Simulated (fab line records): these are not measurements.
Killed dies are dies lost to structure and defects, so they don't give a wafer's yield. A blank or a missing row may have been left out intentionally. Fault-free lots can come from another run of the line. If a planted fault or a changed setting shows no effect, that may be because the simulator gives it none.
The tool behind it: which one? + flow nandHarc + Sampling: 14 lots, 42 wafers, 4 of 1302 route steps

== WHAT EACH GAUGE READ, for each wafer ==
NHARC_P_STI_CD_MEAS_09 targets a cd of 200 nm.
| lot  | measured     | on       | cdNm (nm)         |
|------|--------------|----------|-------------------|
| L898 | day 3 02:40  | cdSem-03 | 199.3 198.2 198.1 |
| L899 | day 3 10:55  | cdSem-02 | 198.6 202.1 199.9 |
| L900 | day 3 14:50  | cdSem-03 | 196.4 201.8 200.1 |
| L905 | day 5 18:58  | cdSem-03 | 148.4 147.9 148.3 |
| L906 | day 6 02:41  | cdSem-01 | 153.4 151.9 153.1 |
| L909 | day 7 09:58  | cdSem-02 | 201.1 198.7 198.1 |
| L910 | day 7 18:58  | cdSem-02 | 199.8 196.9 201.1 |
| L911 | day 8 04:09  | cdSem-02 | 201.9 200.4 203.2 |
| L912 | day 8 14:42  | cdSem-01 | 200.3 203.1 199.0 |
| L915 | day 9 22:38  | cdSem-01 | 200.7 198.5 197.1 |
| L917 | day 10 18:38 | cdSem-03 | 200.6 198.3 201.0 |
| L918 | day 11 04:22 | cdSem-01 | 201.0 200.4 198.0 |
| L919 | day 11 13:34 | cdSem-01 | 198.2 200.0 202.2 |
| L920 | day 12 00:38 | cdSem-02 | 196.5 196.8 197.1 |

== WHICH TOOL RAN EACH LOT (tool, then ch and the chambers of the sampled wafers, then the start) ==
| lot  | NHARC_P_ZERO_WELL_DESCUM_13       | NHARC_P_ZERO_WELL_ETCH_65         | NHARC_P_STI_PEB_07               |
|------|-----------------------------------|-----------------------------------|----------------------------------|
| L898 | rieDiel-09 ch 1,2, day 1 21:28    | rieDiel-09 ch 0,1, day 1 21:33    | lithoTrack-07 ch 0, day 3 02:35  |
| L899 | rieDiel-04 ch 1,2,3, day 2 07:28  | rieDiel-04 ch 2,3, day 2 07:49    | lithoTrack-05 ch 0, day 3 10:50  |
| L900 | rieDiel-01 ch 0,2,3, day 2 17:16  | rieDiel-01 ch 0,2,3, day 2 17:22  | lithoTrack-05 ch 0, day 3 14:46  |
| L905 | rieDiel-09 ch 1,2, day 4 19:24    | rieDiel-09 ch 0,1,2, day 4 19:29  | lithoTrack-07 ch 0, day 5 18:52  |
| L906 | rieDiel-04 ch 0,1,2, day 5 05:24  | rieDiel-04 ch 2,3, day 5 05:29    | lithoTrack-07 ch 0, day 6 02:35  |
| L909 | rieDiel-01 ch 1,2, day 6 11:23    | rieDiel-01 ch 1,2,3, day 6 11:29  | lithoTrack-03 ch 0, day 7 09:52  |
| L910 | rieDiel-04 ch 1,2,3, day 6 21:17  | rieDiel-04 ch 0,1,2, day 6 21:22  | lithoTrack-03 ch 0, day 7 18:53  |
| L911 | rieDiel-04 ch 1,3, day 7 07:23    | rieDiel-04 ch 0,1,2, day 7 07:29  | lithoTrack-05 ch 0, day 8 04:04  |
| L912 | rieDiel-09 ch 0,3, day 7 17:16    | rieDiel-09 ch 0,1, day 7 17:22    | lithoTrack-05 ch 0, day 8 14:37  |
| L915 | rieDiel-04 ch 0,1,3, day 8 23:31  | rieDiel-04 ch 2,3, day 8 23:36    | lithoTrack-03 ch 0, day 9 22:33  |
| L917 | rieDiel-09 ch 0,1,3, day 9 20:53  | rieDiel-09 ch 0,3, day 9 20:58    | lithoTrack-05 ch 0, day 10 18:32 |
| L918 | rieDiel-04 ch 0,1,3, day 10 05:24 | rieDiel-04 ch 1,2,3, day 10 05:32 | lithoTrack-03 ch 0, day 11 04:17 |
| L919 | rieDiel-09 ch 0,2,3, day 10 15:19 | rieDiel-09 ch 0,1,3, day 10 15:25 | lithoTrack-03 ch 0, day 11 13:29 |
| L920 | rieDiel-01 ch 1,2,3, day 11 01:25 | rieDiel-01 ch 1,2,3, day 11 01:30 | lithoTrack-07 ch 0, day 12 00:32 |
- NHARC_P_ZERO_WELL_DESCUM_13: chemistry O2, time 3 s.
- NHARC_P_ZERO_WELL_ETCH_65: etches the open film in N2/H2, target depth 80 nm, overetch 24 nm, time 87.88 s.
- NHARC_P_STI_PEB_07: peb time 80 s.

== AS READ BY THE TOOLS THEMSELVES (means over the sampled wafers that have a number; for cases with no such wafer, the mark the record gives instead) ==
NHARC_P_ZERO_WELL_DESCUM_13.
| lot  | tool       | drypumpMotorCurrentA (A) | oesProductAu (a.u.) | rfVppV (V) | showerheadPlenumPTorr (Torr) | throttleValvePct (%) |
|------|------------|--------------------------|---------------------|------------|------------------------------|----------------------|
| L898 | rieDiel-09 | 6.3                      | 1.012               | 58.2       | 1.98                         | 11.313               |
| L899 | rieDiel-04 | 5.8                      | 1.003               | 58.6       | 1.98                         | 11.311               |
| L900 | rieDiel-01 | 6.0                      | 1.015               | 57.5       | 1.88                         | 11.303               |
| L905 | rieDiel-09 | 6.3                      | 1.007               | 58.1       | 1.98                         | 11.314               |
| L906 | rieDiel-04 | 5.4                      | 1.004               | 58.4       | 2.00                         | 11.312               |
| L909 | rieDiel-01 | 6.1                      | 0.998               | 57.7       | 2.00                         | 11.304               |
| L910 | rieDiel-04 | 5.8                      | 1.000               | 57.9       | 1.97                         | 11.303               |
| L911 | rieDiel-04 | 5.7                      | 0.998               | 58.8       | 2.00                         | 11.311               |
| L912 | rieDiel-09 | 5.9                      | 1.000               | 58.5       | 1.95                         | 11.310               |
| L915 | rieDiel-04 | 5.6                      | 0.996               | 58.6       | 1.97                         | 11.311               |
| L917 | rieDiel-09 | 6.2                      | 0.998               | 57.6       | 1.94                         | 11.321               |
| L918 | rieDiel-04 | 5.6                      | 0.989               | 58.2       | 1.96                         | 11.322               |
| L919 | rieDiel-09 | 5.9                      | 0.991               | 57.9       | 1.92                         | 11.317               |
| L920 | rieDiel-01 | 5.9                      | 1.004               | 57.9       | 1.93                         | 11.314               |

NHARC_P_ZERO_WELL_ETCH_65.
| lot  | tool       | drypumpMotorCurrentA (A) | oesProductAu (a.u.) | rfFwdPowerW (W) | rfVppV (V) | showerheadPlenumPTorr (Torr) | throttleValvePct (%) |
|------|------------|--------------------------|---------------------|-----------------|------------|------------------------------|----------------------|
| L898 | rieDiel-09 | 6.5                      | 1.001               | 397.2           | 431.1      | 2.07                         | 14.174               |
| L899 | rieDiel-04 | 5.9                      | 1.007               | 397.4           | 432.7      | 2.09                         | 14.165               |
| L900 | rieDiel-01 | 5.9                      | 1.012               | 396.4           | 429.7      | 2.00                         | 14.170               |
| L905 | rieDiel-09 | 6.2                      | 0.998               | 398.6           | 430.5      | 2.05                         | 14.169               |
| L906 | rieDiel-04 | 6.2                      | 1.010               | 398.4           | 430.9      | 2.05                         | 14.164               |
| L909 | rieDiel-01 | 5.9                      | 1.000               | 397.6           | 431.5      | 2.07                         | 14.167               |
| L910 | rieDiel-04 | 5.4                      | 1.000               | 396.3           | 432.3      | 2.14                         | 14.163               |
| L911 | rieDiel-04 | 5.4                      | 1.002               | 398.4           | 432.5      | 2.13                         | 14.166               |
| L912 | rieDiel-09 | 6.5                      | 0.998               | 398.0           | 431.2      | 2.05                         | 14.169               |
| L915 | rieDiel-04 | 6.2                      | 1.000               | 397.2           | 429.7      | 2.04                         | 14.168               |
| L917 | rieDiel-09 | 6.0                      | 0.997               | 397.1           | 430.2      | 2.00                         | 14.164               |
| L918 | rieDiel-04 | 5.8                      | 1.007               | 397.4           | 432.5      | 2.10                         | 14.171               |
| L919 | rieDiel-09 | 6.2                      | 0.985               | 396.5           | 431.0      | 2.06                         | 14.171               |
| L920 | rieDiel-01 | 5.9                      | 1.002               | 398.4           | 432.1      | 2.06                         | 14.174               |

NHARC_P_STI_PEB_07.
| lot  | tool          | heaterPowerTotalW (W) | plateTempC (C) |
|------|---------------|-----------------------|----------------|
| L898 | lithoTrack-07 | 189.3                 | 127.93         |
| L899 | lithoTrack-05 | 189.6                 | 128.13         |
| L900 | lithoTrack-05 | 189.2                 | 127.82         |
| L905 | lithoTrack-07 | 179.7                 | 122.80         |
| L906 | lithoTrack-07 | 178.8                 | 122.86         |
| L909 | lithoTrack-03 | 189.9                 | 127.99         |
| L910 | lithoTrack-03 | 189.6                 | 127.97         |
| L911 | lithoTrack-05 | 189.5                 | 127.77         |
| L912 | lithoTrack-05 | 190.3                 | 127.97         |
| L915 | lithoTrack-03 | 189.2                 | 127.86         |
| L917 | lithoTrack-05 | 189.5                 | 128.01         |
| L918 | lithoTrack-03 | 190.0                 | 127.82         |
| L919 | lithoTrack-03 | 190.2                 | 128.27         |
| L920 | lithoTrack-07 | 189.3                 | 127.86         |

== THE ANSWER, worked out from the rows above alone ==
Rule: the usual values come from the lots themselves. Put in order of their means at a reading, lots are off if they are a third of the lots or fewer, leave a main group of 4 or more, and stand apart from it by a gap of 3 or more times the standard deviation of the main group's means; of several such gaps the widest counts. Not used: any main group whose means are identical at the precision the tables above print for the reading. A lot without any number at a reading at which 4 lots or more have one is off too. All remaining lots with rows at the step are treated as sound. The gauges are gone through in route order, then the tools' own readings, and for those a lot's mean is taken as printed above. At the first step where some lot is off, the reading lying furthest off is the one used; lots without a number count as furthest.
Off, at NHARC_P_STI_CD_MEAS_09 on cdNm: L905, L906. For the main group the mean is 199.6 nm and the standard deviation 1.2.
A tool fits if, at a process step before that reading, it ran every lot that is off, and no sound lot after the first of them. The gauges at NHARC_P_STI_CD_MEAS_09 aren't tried: what is off there is off at NHARC_P_STI_PEB_07 too, on other tools, and a gauge's error can't cause that. Of those tried, none fits.

== WHAT HAD BEEN PUT IN BY THE SIMULATOR ==
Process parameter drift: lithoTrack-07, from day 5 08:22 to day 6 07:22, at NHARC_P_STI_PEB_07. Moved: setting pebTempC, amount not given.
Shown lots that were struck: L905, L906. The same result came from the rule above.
